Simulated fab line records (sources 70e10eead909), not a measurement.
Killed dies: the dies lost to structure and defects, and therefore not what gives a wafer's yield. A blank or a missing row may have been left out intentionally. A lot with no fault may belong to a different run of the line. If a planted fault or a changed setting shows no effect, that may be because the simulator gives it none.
Matching of chambers + flow nandHarc + NHARC_A_STAIRCASE_CMP_472 on cmp-03 has 4 sister chambers
The step polishes SiO2. 8 wafers are shown with their chamber, then 9 later ones without.

WAFERS, EACH WITH ITS CHAMBER
| wafer  | chamber | motorCurrentA (A) |
|--------|---------|-------------------|
| L078.3 | 1       | 10.7              |
| L077.6 | 2       | 14.1              |
| L084.3 | 2       | 14.2              |
| L084.6 | 0       | 11.8              |
| L087.3 | 1       | 11.3              |
| L089.1 | 0       | 12.1              |
| L089.2 | 3       | 11.1              |
| L089.5 | 3       | 10.5              |

WAFERS WITH NO CHAMBER GIVEN
| wafer  | motorCurrentA (A) |
|--------|-------------------|
| L091.3 | 13.4              |
| L091.4 | 12.2              |
| L091.5 | 11.3              |
| L094.1 | 11.8              |
| L094.4 | 11.4              |
| L094.6 | 11.0              |
| L097.1 | 10.6              |
| L097.2 | 10.9              |
| L097.6 | 13.0              |

WHICH CHAMBER EACH WENT THROUGH
| wafer  | from the rows above          | in truth |
|--------|------------------------------|----------|
| L091.3 | 2                            | 2        |
| L091.4 | 0                            | 0        |
| L091.5 | can't be placed: 1 or 3 or 0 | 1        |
| L094.1 | 0                            | 0        |
| L094.4 | can't be placed: 1 or 0 or 3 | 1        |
| L094.6 | can't be placed: 1 or 3      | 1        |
| L097.1 | can't be placed: 3 or 1      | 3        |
| L097.2 | can't be placed: 1 or 3      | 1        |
| L097.6 | can't be placed: 0 or 2      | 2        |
Correctly placed: 3 of 9. Cannot be placed on the basis of these rows: 6; the candidates contain the true chamber in 6. Wrongly placed: 0.
How it was worked out, from the rows above alone: a wafer's distance from a chamber is the root of the sum, over the readings, of the square of ((its reading less the chamber's mean) divided by the reading's scatter). The wafer belongs to the nearest chamber; if the next one is less than 2 further off, it can't be placed. For every chamber, the mean is computed from those of its wafers that are shown. How the scatter is found: for the shown wafers, subtract from each reading the mean of its chamber, square and add these, divide the total by (wafers less chambers), then take the root.
